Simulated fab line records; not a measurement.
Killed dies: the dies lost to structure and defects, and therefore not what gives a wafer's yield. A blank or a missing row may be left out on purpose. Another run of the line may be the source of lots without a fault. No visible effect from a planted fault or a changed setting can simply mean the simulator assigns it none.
Chamber matching || flow nand_harc || NHARC_A_STAIRCASE_TRIM_20 on rie_diel-11 has 4 sister chambers
The step chemistry O2, time 211.2 s. 18 wafers are shown with their chamber, then 9 later ones without.

## WAFERS, EACH WITH ITS CHAMBER
{"wafer": "L075.3", "chamber": 2, "drypump_motor_current_A (A)": 5.5, "showerhead_plenum_p_Torr (Torr)": 3.30, "oes_product_au (a.u.)": 1.009}
{"wafer": "L075.4", "chamber": 3, "drypump_motor_current_A (A)": 6.6, "showerhead_plenum_p_Torr (Torr)": 3.62, "oes_product_au (a.u.)": 1.001}
{"wafer": "L075.5", "chamber": 1, "drypump_motor_current_A (A)": 5.5, "showerhead_plenum_p_Torr (Torr)": 3.69, "oes_product_au (a.u.)": 0.989}
{"wafer": "L082.3", "chamber": 2, "drypump_motor_current_A (A)": 5.5, "showerhead_plenum_p_Torr (Torr)": 3.29, "oes_product_au (a.u.)": 0.997}
{"wafer": "L082.5", "chamber": 2, "drypump_motor_current_A (A)": 5.5, "showerhead_plenum_p_Torr (Torr)": 3.29, "oes_product_au (a.u.)": 1.009}
{"wafer": "L082.6", "chamber": 3, "drypump_motor_current_A (A)": 6.6, "showerhead_plenum_p_Torr (Torr)": 3.62, "oes_product_au (a.u.)": 1.004}
{"wafer": "L081.1", "chamber": 2, "drypump_motor_current_A (A)": 5.5, "showerhead_plenum_p_Torr (Torr)": 3.29, "oes_product_au (a.u.)": 1.001}
{"wafer": "L081.2", "chamber": 1, "drypump_motor_current_A (A)": 5.5, "showerhead_plenum_p_Torr (Torr)": 3.68, "oes_product_au (a.u.)": 0.989}
{"wafer": "L081.3", "chamber": 3, "drypump_motor_current_A (A)": 6.6, "showerhead_plenum_p_Torr (Torr)": 3.61, "oes_product_au (a.u.)": 0.997}
{"wafer": "L081.4", "chamber": 0, "drypump_motor_current_A (A)": 5.8, "showerhead_plenum_p_Torr (Torr)": 3.57, "oes_product_au (a.u.)": 1.003}
{"wafer": "L081.5", "chamber": 2, "drypump_motor_current_A (A)": 5.5, "showerhead_plenum_p_Torr (Torr)": 3.29, "oes_product_au (a.u.)": 1.011}
{"wafer": "L081.6", "chamber": 3, "drypump_motor_current_A (A)": 6.6, "showerhead_plenum_p_Torr (Torr)": 3.61, "oes_product_au (a.u.)": 0.995}
{"wafer": "L084.1", "chamber": 2, "drypump_motor_current_A (A)": 5.5, "showerhead_plenum_p_Torr (Torr)": 3.29, "oes_product_au (a.u.)": 1.004}
{"wafer": "L084.3", "chamber": 0, "drypump_motor_current_A (A)": 5.8, "showerhead_plenum_p_Torr (Torr)": 3.57, "oes_product_au (a.u.)": 1.009}
{"wafer": "L084.6", "chamber": 1, "drypump_motor_current_A (A)": 5.5, "showerhead_plenum_p_Torr (Torr)": 3.68, "oes_product_au (a.u.)": 0.993}
{"wafer": "L088.1", "chamber": 2, "drypump_motor_current_A (A)": 5.5, "showerhead_plenum_p_Torr (Torr)": 3.28, "oes_product_au (a.u.)": 1.013}
{"wafer": "L088.2", "chamber": 1, "drypump_motor_current_A (A)": 5.6, "showerhead_plenum_p_Torr (Torr)": 3.67, "oes_product_au (a.u.)": 0.985}
{"wafer": "L088.6", "chamber": 1, "drypump_motor_current_A (A)": 5.5, "showerhead_plenum_p_Torr (Torr)": 3.67, "oes_product_au (a.u.)": 0.991}

SIGNATURES, as means of the wafers listed above
{"reading": "drypump_motor_current_A", "chamber 0": 5.800, "chamber 1": 5.520, "chamber 2": 5.500, "chamber 3": 6.600, "scatter within a chamber": 0.0239}
{"reading": "showerhead_plenum_p_Torr", "chamber 0": 3.5700, "chamber 1": 3.6780, "chamber 2": 3.2900, "chamber 3": 3.6150, "scatter within a chamber": 0.00644}
{"reading": "oes_product_au", "chamber 0": 1.00600, "chamber 1": 0.98940, "chamber 2": 1.00629, "chamber 3": 0.99925, "scatter within a chamber": 0.00466}
Rule: a wafer's distance from a chamber is the root of the sum, over the readings, of the square of ((its reading less the chamber's mean) divided by the reading's scatter). The wafer belongs to the nearest chamber; if the next one is less than 2 further off, it can't be placed. The scatter is the square root of a quotient: the sum, over the shown wafers, of each reading's squared deviation from its chamber's mean, divided by wafers minus chambers.

## WAFERS WHOSE CHAMBER IS MISSING
{"wafer": "L091.3", "drypump_motor_current_A (A)": 5.5, "showerhead_plenum_p_Torr (Torr)": 3.67, "oes_product_au (a.u.)": 0.981}
{"wafer": "L091.4", "drypump_motor_current_A (A)": 5.8, "showerhead_plenum_p_Torr (Torr)": 3.56, "oes_product_au (a.u.)": 1.005}
{"wafer": "L091.5", "drypump_motor_current_A (A)": 5.8, "showerhead_plenum_p_Torr (Torr)": 3.56, "oes_product_au (a.u.)": 1.007}
{"wafer": "L094.1", "drypump_motor_current_A (A)": 5.5, "showerhead_plenum_p_Torr (Torr)": 3.67, "oes_product_au (a.u.)": 0.990}
{"wafer": "L094.4", "drypump_motor_current_A (A)": 5.5, "showerhead_plenum_p_Torr (Torr)": 3.67, "oes_product_au (a.u.)": 0.993}
{"wafer": "L094.6", "drypump_motor_current_A (A)": 5.8, "showerhead_plenum_p_Torr (Torr)": 3.56, "oes_product_au (a.u.)": 1.001}
{"wafer": "L097.1", "drypump_motor_current_A (A)": 5.5, "showerhead_plenum_p_Torr (Torr)": 3.80, "oes_product_au (a.u.)": 1.017}
{"wafer": "L097.2", "drypump_motor_current_A (A)": 5.8, "showerhead_plenum_p_Torr (Torr)": 3.55, "oes_product_au (a.u.)": 1.004}
{"wafer": "L097.6", "drypump_motor_current_A (A)": 6.6, "showerhead_plenum_p_Torr (Torr)": 3.60, "oes_product_au (a.u.)": 1.005}

## EACH ONE'S CHAMBER
{"wafer": "L091.3", "from the rows above": 1, "in truth": 1}
{"wafer": "L091.4", "from the rows above": 0, "in truth": 0}
{"wafer": "L091.5", "from the rows above": 0, "in truth": 0}
{"wafer": "L094.1", "from the rows above": 1, "in truth": 1}
{"wafer": "L094.4", "from the rows above": 1, "in truth": 1}
{"wafer": "L094.6", "from the rows above": 0, "in truth": 0}
{"wafer": "L097.1", "from the rows above": 1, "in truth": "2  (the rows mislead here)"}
{"wafer": "L097.2", "from the rows above": 0, "in truth": 0}
{"wafer": "L097.6", "from the rows above": 3, "in truth": 3}
Correct placement for 8 of the 9. From these rows, 0 cannot be placed. 1 placed wrongly.
